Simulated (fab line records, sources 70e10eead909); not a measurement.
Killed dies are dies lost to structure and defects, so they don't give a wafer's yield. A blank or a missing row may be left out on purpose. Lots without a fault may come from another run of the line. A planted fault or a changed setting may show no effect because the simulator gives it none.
Chamber matching | flow nand_harc | NHARC_A_STAIRCASE_TRIM_220 on rie_diel-09: 4 sister chambers
The step chemistry O2, time 211.2 s. 4 wafers are shown with their chamber, then 7 later ones without.

WAFERS WITH THEIR CHAMBER
wafer  | chamber | showerhead_plenum_p_Torr (Torr)
L080.3 | 3       | 3.47
L080.4 | 2       | 3.28
L090.2 | 1       | 3.48
L090.5 | 0       | 3.74

WAFERS WITHOUT THEIR CHAMBER
wafer  | showerhead_plenum_p_Torr (Torr)
L090.6 | 3.46
L094.2 | 3.74
L094.4 | 3.45
L094.5 | 3.47
L097.1 | 3.47
L097.2 | 3.79
L097.3 | 3.44

WHICH CHAMBER EACH WENT THROUGH
wafer  | from the rows above     | in truth
L090.6 | can't be placed: 3 or 1 | 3
L094.2 | 0                       | 0
L094.4 | can't be placed: 3 or 1 | 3
L094.5 | can't be placed: 3 or 1 | 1
L097.1 | can't be placed: 3 or 1 | 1
L097.2 | 0                       | 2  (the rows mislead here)
L097.3 | can't be placed: 3 or 1 | 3
Placed correctly: 1 of 7. Can't be placed from these rows: 5 (the true chamber is among the candidates in 5). Placed wrongly: 1.
How it was worked out, from the rows above alone: a wafer's distance from a chamber is the root of the sum, over the readings, of the square of ((its reading less the chamber's mean) divided by the reading's scatter). The wafer belongs to the nearest chamber; if the next one is less than 2 further off, it can't be placed. A chamber's mean is the mean of its shown wafers. The scatter: with one shown wafer a chamber, the root of the mean of the squares of how far each hidden wafer lies from its nearest shown one.
